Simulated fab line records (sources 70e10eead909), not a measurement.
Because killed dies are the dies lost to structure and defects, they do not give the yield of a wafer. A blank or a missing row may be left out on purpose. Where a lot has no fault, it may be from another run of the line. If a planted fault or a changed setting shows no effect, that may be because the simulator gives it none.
Problem report in the 8D (eight disciplines) form, filled by code + flow nand harc + the parts of the form that need people (team, actions taken, sign-off) are left out

## 1. THE ISSUE
Mean of killed at array at NHARC_END_SORT_01: 675 across 4 wafers in 2 lots; on wafers with no fault it is 26 (standard deviation 9). That puts it +72 standard deviations away from the usual mean.
First observed at day 21 11:17: wafer L944.1, on prober-01. The record has a number at this step for 9 wafers belonging to 3 lots. Rule for "out", or "out of limits": more than 4 standard deviations from the usual mean. The other wafers with a number count as sound.

## 2. WHAT IT IS, AND WHAT IT ISN'T
| question                    | is                             | is not                                                                   |
|-----------------------------|--------------------------------|--------------------------------------------------------------------------|
| which readings at this step | killed at array, killed dies   | killed at other, killed at periphery, killed open, killed short          |
| which lots                  | L944, L945                     | L938                                                                     |
| which wafers of those lots  | L944.1, L944.6, L945.1, L945.6 | L944.2, L945.3                                                           |
| read on which gauges        | prober-01, prober-02           | -                                                                        |
| when                        | from day 21 11:17              | up to then (3 sound wafers); but 2 sound wafers of L944, L945 came after |

## 3. THE SUSPECTS, EACH WITH WHAT RULES IT OUT
Counting: a tool at a process step up to the reading stays a suspect if it ran every lot that is out. Sound lots after the first of them don't rule it out here, since some wafers of a struck lot are sound.
- the gauge at NHARC_END_SORT_01: ruled out. The wafers that are out were read on 2 gauges (prober-01, prober-02).
- rie diel-02 at NHARC_A_STAIRCASE_ETCH_313 (etches the open film in CF4/CHF3): kept. Every lot that is out went through it, the first being L945 (day 14 06:02); the last sound lot it ran before that was L938 (day 12 08:44).
- rie diel-02 at NHARC_A_STAIRCASE_ETCH_315 (etches the open film in C4F8/O2/Ar, target depth 2500 nm, time 607.1 s): kept. Every lot that is out went through it, the first being L945 (day 14 08:18); the last sound lot it ran before that was L938 (day 12 10:44). NHARC_A_STAIRCASE_ETCH_315: start missing for some lots; hours and lot order therefore follow NHARC_A_STAIRCASE_ALD_415.
- ald hk-03 at NHARC_A_STAIRCASE_ALD_415 (deposits SiO2, target thk 30 nm, pulse time 6 s, ald cycles 300): kept. Every lot that is out went through it, the first being L945 (day 14 08:18); the last sound lot it ran before that was L938 (day 12 10:44).
- Within ald hk-03 at NHARC_A_STAIRCASE_ALD_415: the wafers that are out ran in chambers 0, 1, 3; their sound lot-mates ran in chamber 2.
Left after counting: rie diel-02 at NHARC_A_STAIRCASE_ETCH_313, rie diel-02 at NHARC_A_STAIRCASE_ETCH_315, ald hk-03 at NHARC_A_STAIRCASE_ALD_415.

## 4. THE CAUSE (what the simulator had put in)
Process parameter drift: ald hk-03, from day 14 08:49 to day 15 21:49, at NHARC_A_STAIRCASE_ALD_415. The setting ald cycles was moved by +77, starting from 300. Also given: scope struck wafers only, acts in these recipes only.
Counting left 3 suspects, and this tool is among them.

## 5. THE CHAIN OF EFFECTS, in route order
One row per reading whose mean, taken over the struck wafers that have a number, lies over 3 standard deviations from the usual. Scope: only readings with a usual standard deviation given in the record; hours: median across lots of the time from each lot's start at the first step in this table that gives one to its start at this step; sigmas: change in usual standard deviations.
| hours | step              | reading         | usual | on struck wafers | change | sigmas |
|-------|-------------------|-----------------|-------|------------------|--------|--------|
| 0     | NHARC_END_SORT_01 | killed at array | 26    | 675              | +649   | +72    |
| 0     | NHARC_END_SORT_01 | killed dies     | 30    | 677              | +647   | +71    |

## 6. HOW IT WOULD HAVE BEEN CAUGHT EARLIER
The first out-of-limits reading at a measuring or inspecting step in this record came at day 21 11:17, 170 hours after the fault's start at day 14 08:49.
No tool reading at NHARC_A_STAIRCASE_ALD_415 that has a usual standard deviation in the record was out on any struck wafer, so an alarm limit of 4 standard deviations on those readings would not have fired.
Each of the lots that are out, 2 in all, had begun NHARC_A_STAIRCASE_ALD_415 on ald hk-03 no later than day 21 11:17. Had the tool been put on hold then, not one of them would have been saved.
